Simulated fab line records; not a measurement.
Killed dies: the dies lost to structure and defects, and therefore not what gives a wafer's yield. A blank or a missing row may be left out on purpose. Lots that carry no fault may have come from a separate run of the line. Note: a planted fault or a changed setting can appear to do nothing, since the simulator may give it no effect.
A lot that was struck, set against a sound lot	flow nand-harc	13 out of 1302 route steps
Sound: these wafers, L482.1, L482.4, L482.5. Struck: wafer L493.2. (L493.3, L493.6 of the same lot were not struck and are left out.) The cause comes at the end.
Order at every step that has rows: each side's tool, ch and its chambers, its first start. Under that, the readings that differ: sound wafers	struck wafers	difference of the means	sigmas: that difference in standard deviations of wafers without a fault.
alike: a reading whose means differ by less than 2 such deviations, as well as words and numbers matching on both sides. not compared: withheld readings; readings where some wafer has no value; bounds like >300 that might hide an equal value; numbers whose values overlap and for which the record gives no deviation.
A row with sigmas, a row that says differs or no value, or rows on one side alone: a step with any of these is where the two part. When numbers do not overlap yet have no deviation, they are printed without sigmas and do not part them. A reading that every wafer of one side lacks parts them only if that side has two wafers or more.

first, 1 step without rows for these wafers: NHARC_A_SLIT_SRD_20.
NHARC_A_SLIT_CD_MEAS_21:
  struck on cd-sem-02, day 24 11:12; sound on cd-sem-01, day 20 17:56
  alike: cd-nm
then, 3 steps without rows for these wafers: NHARC_A_SIN_REMOVE_WET_00 (chemistry H3PO4, time 15300 s); NHARC_A_SIN_REMOVE_PRECLEAN_01 (cleans in SC1); NHARC_A_SIN_REMOVE_SRD_02.
NHARC_A_SIN_REMOVE_INSPECT_04:
  struck on defect-inspect-01, day 24 17:59; sound on defect-inspect-01, day 20 23:11
  alike: raw-defect-count
NHARC_A_WL_FILL_ALD_00: deposits Al2O3, target thk 3 nm, pulse time 3 s, ald cycles 30.
  sound on ald-hk-04 ch 1,2,3, day 20 23:28; struck on ald-hk-04 ch 2, day 24 18:02
  alike: heater-power-w, precursor-pulse-height-rel
NHARC_A_WL_FILL_RTA_01: time 5 s.
  sound on rtp-anneal-01 ch 0, day 20 23:41; struck on rtp-anneal-02 ch 0, day 24 18:20
reading	sound	struck	difference	sigmas
lamp-power-pct (%)	25 26 25	34	+9	+2
  alike: wafer_temp_C_max
NHARC_A_WL_FILL_ALD_02: deposits TiN, target thk 2 nm, pulse time 3 s, ald cycles 100.
  sound on ald-metal-03 ch 1,3, day 20 23:56; struck on ald-metal-01 ch 3, day 24 18:32
  alike: heater-power-w, precursor-pulse-height-rel
NHARC_A_WL_FILL_CVD_03: deposits W, target thk 40 nm, time 279 s.
  sound on cvd-w-01 ch 1, day 21 00:23; struck on cvd-w-02 ch 0, day 24 18:58
  alike: heater-power-w, mfc-ar-sccm, throttle-valve-pct
NHARC_A_WL_FILL_ETCHBACK_04: etches the open film in NF3, target depth 60 nm, time 120 s.
  sound on rie-metal-01 ch 0,1, day 21 00:44; struck on rie-metal-03 ch 0, day 24 19:20
reading	sound	struck	difference	sigmas
run-length-s (s)	141.3 141.6 141.7	116.0	-25.5	-51
  alike: drypump-motor-current-A, oes-product-au
  not compared: rf-hours-counter-h
NHARC_A_WL_FILL_ETCHBACK_05: etches the open film in Cl2/BCl3, target depth 22 nm, time 60 s.
  sound on rie-metal-01 ch 1, day 21 00:58; struck on rie-metal-03 ch 1, day 24 19:35
  alike: drypump-motor-current-A, oes-product-au, run-length-s
  not compared: rf-hours-counter-h
-- break in the record here, with 7 days between the starts of the struck wafers on either side (left off in module A_WL_FILL, picked up again in module END, where the first step shown is number 1302 on the route) --
NHARC_END_SORT_01:
  sound on prober-02 ch 0, day 25 04:47; struck on prober-02 ch 0, day 31 17:40
  alike: killed-at-array, killed-at-other, killed-at-periphery, killed-dies, killed-open, killed-short

## WHERE THEY PART
First at NHARC_A_WL_FILL_RTA_01; last, within this record, at NHARC_A_WL_FILL_ETCHBACK_04. Later steps at which nothing parts them and some readings are alike: NHARC_A_WL_FILL_ETCHBACK_05, NHARC_END_SORT_01.

WHY: the cause the simulator had injected
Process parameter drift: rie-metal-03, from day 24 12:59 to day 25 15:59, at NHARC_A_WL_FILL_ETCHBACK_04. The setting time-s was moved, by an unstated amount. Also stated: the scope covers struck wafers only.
